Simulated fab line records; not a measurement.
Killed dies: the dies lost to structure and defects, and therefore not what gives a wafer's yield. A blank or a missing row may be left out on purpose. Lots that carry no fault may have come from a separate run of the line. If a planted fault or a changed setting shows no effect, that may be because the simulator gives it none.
Chamber matching | flow n5 finfet | 4 sister chambers for N5_BEOL_M3_ETCH_74 on rie diel-02
The step etches underlayer in N2/H2, target depth 6.5 nm, time 5.2 s. 18 wafers are shown with their chamber, then 9 later ones without.

== WAFERS WITH THEIR CHAMBER ==
wafer  | chamber | drypump motor current A (A) | showerhead plenum p Torr (Torr) | etch rf on time s (s)
L074.1 | 0       | 6.5                         | 2.62                            | 5.10
L074.3 | 1       | 5.6                         | 2.63                            | 5.14
L074.6 | 2       | 5.2                         | 2.54                            | 5.32
L080.1 | 1       | 5.6                         | 2.62                            | 5.10
L080.4 | 1       | 5.6                         | 2.62                            | 5.05
L080.5 | 3       | 5.0                         | 2.48                            | 5.16
L081.3 | 3       | 5.0                         | 2.48                            | 5.09
L081.5 | 3       | 5.0                         | 2.48                            | 5.14
L081.6 | 2       | 5.1                         | 2.53                            | 5.42
L085.1 | 0       | 6.5                         | 2.61                            | 5.09
L085.2 | 3       | 4.9                         | 2.48                            | 5.10
L085.3 | 1       | 5.6                         | 2.62                            | 5.09
L090.1 | 3       | 5.0                         | 2.48                            | 5.14
L090.3 | 0       | 6.5                         | 2.61                            | 5.16
L090.4 | 2       | 5.1                         | 2.53                            | 5.39
L091.1 | 2       | 5.1                         | 2.53                            | 5.44
L091.2 | 1       | 5.6                         | 2.61                            | 5.23
L091.6 | 3       | 4.9                         | 2.48                            | 5.17

SIGNATURES (averages over the wafers above)
reading                  | chamber 0 | chamber 1 | chamber 2 | chamber 3 | scatter within a chamber
drypump motor current A  | 6.500     | 5.600     | 5.125     | 4.967     | 0.0386
showerhead plenum p Torr | 2.6133    | 2.6200    | 2.5325    | 2.4800    | 0.00494
etch rf on time s        | 5.1167    | 5.1220    | 5.3925    | 5.1333    | 0.05
Rule: a wafer lies at a distance from a chamber equal to the root of the sum of squares, over the readings, of (its reading less the chamber's mean, divided by the reading's scatter). If the next closest chamber is less than 2 further off than the closest, the wafer can't be placed; otherwise it belongs to the closest. The scatter: the root of (the sum of the squares of (reading less its chamber's mean) over the shown wafers, divided by (wafers less chambers)).

== WAFERS WITHOUT THEIR CHAMBER ==
wafer  | drypump motor current A (A) | showerhead plenum p Torr (Torr) | etch rf on time s (s)
L093.2 | 5.1                         | 2.52                            | 5.49
L093.5 | 6.6                         | 2.60                            | 5.15
L093.6 | 5.0                         | 2.48                            | 5.22
L096.1 | 5.1                         | 2.52                            | 5.43
L096.2 | 4.9                         | 2.47                            | 5.13
L096.5 | 5.1                         | 2.52                            | 5.48
L097.1 | 4.9                         | 2.47                            | 5.14
L097.2 | 5.6                         | 2.61                            | 5.15
L097.5 | 6.5                         | 2.60                            | 5.15

== THE CHAMBER EACH PASSED THROUGH ==
wafer  | from the rows above | in truth
L093.2 | 2                   | 2
L093.5 | 0                   | 0
L093.6 | 3                   | 3
L096.1 | 2                   | 2
L096.2 | 3                   | 3
L096.5 | 2                   | 2
L097.1 | 3                   | 3
L097.2 | 1                   | 1
L097.5 | 0                   | 0
9 of 9 placed correctly. From these rows, 0 cannot be placed. Wrongly placed: 0.
